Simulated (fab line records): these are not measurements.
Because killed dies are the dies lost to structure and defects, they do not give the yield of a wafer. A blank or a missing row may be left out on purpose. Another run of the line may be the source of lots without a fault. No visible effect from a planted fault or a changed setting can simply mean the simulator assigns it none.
Lot-split experiment | flow n5-finfet | 39 wafers read across 7 lots, on a route 1938 steps long

== THE SPLIT ==
At N5_FIN_SAQP_HM_DEP_03 (deposits SiNx from SiH4/NH3/N2, target thk 38 nm, time 33.6 s), the setting time-s was moved away from the recipe's 33.6 s on 18 of the 39 wafers read, by -50.3% to +56.9%. For the rest of the wafers, this setting stayed at what the recipe calls for.

== FROM THE SPLIT TO THE READING: what the file shows between them, 4 steps ==
- N5_FIN_SAQP_THK_MEAS_05
- N5_FIN_SAQP_PECVD_47: deposits a-Si from SiH4/He, target thk 45 nm, time 36.3 s
- N5_FIN_SAQP_PECVD_48: deposits SiNx from SiH4/NH3/N2, target thk 25 nm, time 22.1 s
- N5_FIN_SAQP_MANDREL2_REMOVE_60: chemistry HBr/Cl2/O2, target a-Si, stops on SiNx, bt time 10 s

== THE READING ==
etch.depth-nm (the simulator's own value, which no gauge read), in nm, at N5_FIN_SAQP_HM_OPEN_33 (chemistry CH3F/O2, target SiNx, target depth 49.4 nm, time 70.6 s). The file gives no usual value for it. Average 37.36 nm, standard deviation 0.46 nm, over the 21 wafers here run with the recipe.

wafer  | tool, chamber at the split | time-s as run, s | against the recipe | etch.depth-nm, nm | against lot-mates on the recipe
L074.1 | pecvd-04, 0                | 17.8             | -47.0%             | 19.1              | -18.20
L074.2 | pecvd-04, 2                | 33.6             | recipe             | 37.07             | -
L074.3 | pecvd-04, 1                | 33.6             | recipe             | 37.2              | -
L074.4 | pecvd-04, 0                | 17.8             | -47.0%             | 19.46             | -17.84
L074.5 | pecvd-04, 1                | 17.8             | -47.0%             | 19.95             | -17.35
L074.6 | pecvd-04, 2                | 33.6             | recipe             | 37.63             | -
L075.1 | pecvd-01, 0                | 33.6             | recipe             | 37.54             | -
L075.2 | pecvd-01, 2                | 23.09            | -31.3%             | 25.57             | -12.07
L075.3 | pecvd-01, 1                | 33.6             | recipe             | 37.65             | -
L075.4 | pecvd-01, 0                | 23.09            | -31.3%             | 26.33             | -11.31
L075.5 | pecvd-01, 1                | 33.6             | recipe             | 37.74             | -
L075.6 | pecvd-01, 2                | 23.09            | -31.3%             | 26.08             | -11.56
L080.1 | pecvd-02, 2                | 33.6             | recipe             | 36.74             | -
L080.2 | pecvd-02, 0                | 49.22            | +46.5%             | 54.14             | +17.15
L080.3 | pecvd-02, 1                | 49.22            | +46.5%             | 54.35             | +17.36
L080.4 | pecvd-02, 1                | 33.6             | recipe             | 37.12             | -
L080.5 | pecvd-02, 2                | 49.22            | +46.5%             | 55.39             | +18.40
L080.6 | pecvd-02, 0                | 33.6             | recipe             | 37.1              | -
L083.1 | pecvd-02, 1                | 38.9             | +15.8%             | 43.22             | +5.97
L083.2 | pecvd-02, 2                | 33.6             | recipe             | 36.95             | -
L083.3 | pecvd-02, 0                | 38.9             | +15.8%             | 42.72             | +5.47
L083.4 | pecvd-02, 1                | 38.9             | +15.8%             | 43.55             | +6.30
L083.5 | pecvd-02, 0                | 33.6             | recipe             | 37.32             | -
L083.6 | pecvd-02, 2                | 33.6             | recipe             | 37.48             | -
L084.1 | pecvd-02, 0                | 33.6             | recipe             | 36.66             | -
L084.2 | pecvd-02, 1                | 52.72            | +56.9%             | 58.67             | +21.59
L084.3 | pecvd-02, 2                | 33.6             | recipe             | 36.81             | -
L084.4 | pecvd-02, 0                | 52.72            | +56.9%             | 59.03             | +21.95
L084.5 | pecvd-02, 2                | 52.72            | +56.9%             | 59.36             | +22.28
L084.6 | pecvd-02, 1                | 33.6             | recipe             | 37.77             | -
L088.3 | pecvd-01, 1                | 33.6             | recipe             | 36.56             | -
L088.5 | pecvd-01, 1                | 33.6             | recipe             | 37.39             | -
L088.6 | pecvd-01, 0                | 33.6             | recipe             | 37.73             | -
L096.1 | pecvd-01, 1                | 16.71            | -50.3%             | 18.4              | -19.65
L096.2 | pecvd-01, 0                | 33.6             | recipe             | 38.19             | -
L096.3 | pecvd-01, 2                | 33.6             | recipe             | 37.82             | -
L096.4 | pecvd-01, 0                | 16.71            | -50.3%             | 19.67             | -18.38
L096.5 | pecvd-01, 1                | 33.6             | recipe             | 38.13             | -
L096.6 | pecvd-01, 2                | 16.71            | -50.3%             | 19.21             | -18.84

FIT RESULTS
A straight line over all 39 wafers: etch.depth-nm changes by +0.373 nm for each +1% of time-s; r = +1.00; the points scatter about the line by 0.5 nm.
The same after taking each lot's own level away (the mean of its wafers on the recipe; 39 wafers): +0.38 nm for each +1%; r = +1.00; scatter 0.38 nm.
That fit puts the effect of the largest move of time-s on the reading at 22 nm.
The span of the lots' own levels, 36.987 to 38.047 nm, comes to 2.3 times the standard deviation stated above.
The two slopes agree, so the slope changes little with the lot-to-lot level.
Check: +21.7 nm against its lot-mates is what the line predicts for one of the wafers moved furthest among these (+56.9%) when that wafer is left out of the fit. It came out at +21.6 nm against them.

== THE WHOLE CHAIN: every reading that the file lists as answering this split, in the file's order ==
step                    | what it does                                                      | reading                                                                            | change (the file's fit)               | r (the file's)
N5_FIN_SAQP_HM_DEP_03   | deposits SiNx from SiH4/NH3/N2, target thk 38 nm, time 33.6 s     | SiNx_of_FIN_SAQP_HM_DEP_03.thk-nm (the simulator's own value, which no gauge read) | +0.379 nm for each +1% of the setting | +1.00
N5_FIN_SAQP_THK_MEAS_05 |                                                                   | thk-nm                                                                             | withheld for each +1% of the setting  | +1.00
N5_FIN_SAQP_HM_OPEN_33  | chemistry CH3F/O2, target SiNx, target depth 49.4 nm, time 70.6 s | etch-rf-on-time-s                                                                  | withheld for each +1% of the setting  | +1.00
N5_FIN_SAQP_HM_OPEN_33  | chemistry CH3F/O2, target SiNx, target depth 49.4 nm, time 70.6 s | etch.depth-nm (the simulator's own value, which no gauge read)                     | +0.38 nm for each +1% of the setting  | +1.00

== THE FILE'S OWN FIT ==
etch.depth-nm changes by +0.38 nm for each +1% of time-s, r = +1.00.
